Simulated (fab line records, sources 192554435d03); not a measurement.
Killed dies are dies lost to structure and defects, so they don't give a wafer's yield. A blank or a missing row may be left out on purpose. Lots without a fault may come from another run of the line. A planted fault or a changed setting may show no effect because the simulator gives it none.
Chamber matching | flow n5_finfet | N5_BEOL_M12_ETCH_38 on rie_diel-03: 4 sister chambers
The step etches SiCN in CF4/N2, target depth 68.7 nm, time 73.4 s. 4 wafers are shown with their chamber, then 12 later ones without.

WAFERS WITH THEIR CHAMBER
wafer  | chamber | drypump_motor_current_A (A)
L084.2 | 0       | 6.1
L091.2 | 2       | 5.9
L091.4 | 3       | 6.0
L091.5 | 1       | 5.4

WAFERS WITHOUT THEIR CHAMBER
wafer  | drypump_motor_current_A (A)
L086.2 | 5.9
L086.3 | 5.5
L086.4 | 6.0
L087.2 | 5.9
L087.4 | 6.0
L087.6 | 5.5
L093.2 | 6.1
L093.3 | 5.9
L093.4 | 5.4
L097.1 | 6.1
L097.4 | 5.4
L097.6 | 5.9

WHICH CHAMBER EACH WENT THROUGH
wafer  | from the rows above | in truth
L086.2 | 2                   | 2
L086.3 | 1                   | 1
L086.4 | 3                   | 3
L087.2 | 2                   | 2
L087.4 | 3                   | 3
L087.6 | 1                   | 1
L093.2 | 0                   | 0
L093.3 | 2                   | 2
L093.4 | 1                   | 1
L097.1 | 0                   | 0
L097.4 | 1                   | 1
L097.6 | 2                   | 2
Placed correctly: 12 of 12. Can't be placed from these rows: 0. Placed wrongly: 0.
How it was worked out, from the rows above alone: a wafer's distance from a chamber is the root of the sum, over the readings, of the square of ((its reading less the chamber's mean) divided by the reading's scatter). The wafer belongs to the nearest chamber; if the next one is less than 2 further off, it can't be placed. A chamber's mean is the mean of its shown wafers. The scatter: with one shown wafer a chamber, the root of the mean of the squares of how far each hidden wafer lies from its nearest shown one.
